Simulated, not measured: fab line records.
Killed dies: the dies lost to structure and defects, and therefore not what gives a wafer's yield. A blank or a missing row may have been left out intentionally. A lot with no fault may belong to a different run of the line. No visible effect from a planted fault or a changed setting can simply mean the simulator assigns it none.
Problem report in the 8D (eight disciplines) form, filled by code    flow n5_finfet    the parts of the form that need people (team, actions taken, sign-off) are left out

1. THE ISSUE
A mean of 158.9 s is read at N5_BEOL_M4_CO_CAP_55 for run_length_s, taken on 1 wafer of 1 lot, against 125.1 s (standard deviation 0.71) on wafers free of any fault. Measured from the usual mean, that is +48 standard deviations.
The step: material Co, precursor CCTBA/H2, target thk 2 nm, time 102.1 s.
Seen first at day 12 14:36 on cvd_co-02, wafer L308.3. The record holds 15 wafers of 5 lots with a number at this step. The rule behind "out" and "out of limits": a value lying over 4 standard deviations away from the usual mean. All remaining wafers that have a number are taken as sound.

2. WHAT IT IS AND WHAT IT IS NOT
question                     is                 is not
which readings at this step  run_length_s       heater_power_w
which lots                   L308               L295, L300, L303, L315
which wafers of those lots   L308.3             L308.2, L308.4
read on which tools          cvd_co-02          cvd_co-01
when                         from day 12 14:36  up to then (11 sound wafers); but 3 sound wafers of L315 came after

3. WHAT RULES OUT EACH SUSPECT
Counting: if a tool at a process step up to the reading ran every lot that is out, it stays a suspect. Sound lots after the first of them don't rule it out here, since some wafers of a struck lot are sound.
- pvd_sputter-02 at N5_BEOL_M4_SPUTTER_90 (material Cu, target thk 4.5 nm, time 8.29 s): kept. L308, the lot that is out, went through it at day 12 12:58; up to then, the latest sound lot through it was L303 at day 11 09:27.
- pvd_sputter-02 at N5_BEOL_M4_ANNEAL_93 (time 240 s): kept. L308, the lot that is out, went through it at day 12 13:16; up to then, the latest sound lot through it was L303 at day 11 09:45.
- pvd_sputter-02 at N5_BEOL_M4_SPUTTER_94 (material Cu, target thk 4.5 nm, time 8.29 s): kept. L308, the lot that is out, went through it at day 12 13:25; up to then, the latest sound lot through it was L303 at day 11 09:53.
- pvd_sputter-02 at N5_BEOL_M4_ANNEAL_95 (time 240 s): kept. L308, the lot that is out, went through it at day 12 13:29; up to then, the latest sound lot through it was L303 at day 11 09:58.
- rtp_anneal-02 at N5_BEOL_M4_ANNEAL_51 (time 90 s): kept. L308, the lot that is out, went through it at day 12 13:52; up to then, the latest sound lot through it was L295 at day 9 05:26.
- cvd_co-02 at N5_BEOL_M4_CO_CAP_55 (material Co, precursor CCTBA/H2, target thk 2 nm, time 102.1 s): kept. L308, the lot that is out, went through it at day 12 14:36; up to then, the latest sound lot through it was L295 at day 9 06:04. Its own readings are out on those wafers: run_length_s.
- The sound lot-mates ran in chamber 0 of cvd_co-02 at N5_BEOL_M4_CO_CAP_55, but the wafers that are out ran in chamber 2.
Left after counting: pvd_sputter-02 at N5_BEOL_M4_SPUTTER_90, pvd_sputter-02 at N5_BEOL_M4_ANNEAL_93, pvd_sputter-02 at N5_BEOL_M4_SPUTTER_94, pvd_sputter-02 at N5_BEOL_M4_ANNEAL_95, rtp_anneal-02 at N5_BEOL_M4_ANNEAL_51, cvd_co-02 at N5_BEOL_M4_CO_CAP_55.

4. THE CAUSE (what the simulator had put in)
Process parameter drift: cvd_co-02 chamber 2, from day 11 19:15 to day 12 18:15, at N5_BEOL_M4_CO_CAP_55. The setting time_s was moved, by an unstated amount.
After counting, 6 suspects remain, this tool included.

5. THE CHAIN OF EFFECTS, in route order
Rows list readings where the struck wafers' mean (over those with a number) sits beyond 3 standard deviations from the usual. Readings are gone through only where the record gives a usual standard deviation; hours: the median, over the lots, of the time from a lot's start at the first step in this table giving one to that lot's start at this step; sigmas: the change measured in usual standard deviations.
hours  step                  reading       usual    on struck wafers  change  sigmas
0      N5_BEOL_M4_CO_CAP_55  run_length_s  125.1 s  158.9             +33.8   +48
Process steps it contains:
- N5_BEOL_M4_CO_CAP_55: material Co, precursor CCTBA/H2, target thk 2 nm, time 102.1 s.
Later measuring or inspecting steps at which every struck wafer that the step has a row for has a number for every such reading, and none has moved that far: N5_BEOL_M4_RC_MEAS_101.

6. WHAT WOULD HAVE CAUGHT IT SOONER
The fault began at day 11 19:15; the first out-of-limits reading in this record came at day 12 14:36, 19 hours later.
